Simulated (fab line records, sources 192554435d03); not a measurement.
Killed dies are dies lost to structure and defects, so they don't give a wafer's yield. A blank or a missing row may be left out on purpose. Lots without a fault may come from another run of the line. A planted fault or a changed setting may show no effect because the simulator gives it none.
Problem report in the 8D (eight disciplines) form, filled by code | flow n5_finfet | the parts of the form that need people (team, actions taken, sign-off) are left out

1. THE PROBLEM
etch_rf_on_time_s at N5_SDB_ETCH_17 reads a mean of 54.7 s on 1 wafer of 1 lot; wafers without a fault read 38.8 s with a standard deviation of 0.41. That is +39 standard deviations from the usual mean.
The step: etches SiARC in CF4, target depth 23.4 nm, time 39 s.
First seen on wafer L657.3, day 5 13:49, on rie_diel-04. The record holds 30 wafers of 10 lots with a number at this step. Rule for "out", or "out of limits": more than 4 standard deviations from the usual mean. The other wafers with a number count as sound.

2. WHAT IT IS AND WHAT IT IS NOT
question                    | is                | is not
which readings at this step | etch_rf_on_time_s | bias_w, cf4_flow_sccm, drypump_motor_current_A, rf_vpp_V, showerhead_plenum_p_Torr, throttle_valve_pct
which lots                  | L657              | L651, L653, L654, L658, L661, L666, L669, L670, L671
which wafers of those lots  | L657.3            | L657.1, L657.6
read on which tools         | rie_diel-04       | rie_diel-01, rie_diel-06
when                        | from day 5 13:49  | up to then (11 sound wafers); but 18 sound wafers of L658, L661, L666, L669, L670, L671 came after

3. SUSPECTS, AND WHAT RULES EACH OUT
Counting: a tool at a process step up to the reading stays a suspect if it ran every lot that is out. Sound lots after the first of them don't rule it out here, since some wafers of a struck lot are sound.
- rie_diel-04 at N5_SDB_ETCH_17 (etches SiARC in CF4, target depth 23.4 nm, time 39 s): kept. It ran the lot that is out, L657 (day 5 13:49); its last sound lot up to then is L654 (day 4 15:37). Its own readings are out on those wafers: etch_rf_on_time_s.
- Within rie_diel-04 at N5_SDB_ETCH_17: the wafers that are out ran in chamber 2; their sound lot-mates ran in chamber 3.
Left after counting: rie_diel-04 at N5_SDB_ETCH_17.

4. THE CAUSE (what the simulator had put in)
Process parameter drift: rie_diel-04, from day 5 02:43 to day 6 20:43, at N5_SDB_ETCH_17. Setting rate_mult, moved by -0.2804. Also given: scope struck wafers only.
Counting left only this tool.

5. THE CHAIN OF EFFECTS, in route order
Each row: a reading whose mean over the struck wafers that have a number lies more than 3 standard deviations from the usual. Only readings for which the record gives a usual standard deviation are gone through. hours: the time from each lot's start at the first step in this table that gives one to its start at this step, as a median over the lots. sigmas: the change in usual standard deviations.
hours | step           | reading           | usual     | on struck wafers | change | sigmas
0     | N5_SDB_ETCH_17 | etch_rf_on_time_s | 38.8 s    | 54.7             | +15.9  | +39
0     | N5_SDB_ETCH_17 | oes_product_au    | 0.68 a.u. | 0.52             | -0.16  | -3.0
The process steps in it:
- N5_SDB_ETCH_17: etches SiARC in CF4, target depth 23.4 nm, time 39 s.
Later measuring or inspecting steps at which every struck wafer that the step has a row for has a number for every such reading, and none has moved that far: N5_BEOL_M4_RC_MEAS_101.

6. WHAT WOULD HAVE CAUGHT IT SOONER
In this record the first reading out of limits was taken at day 5 13:49, 11 hours after the fault began at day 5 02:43.
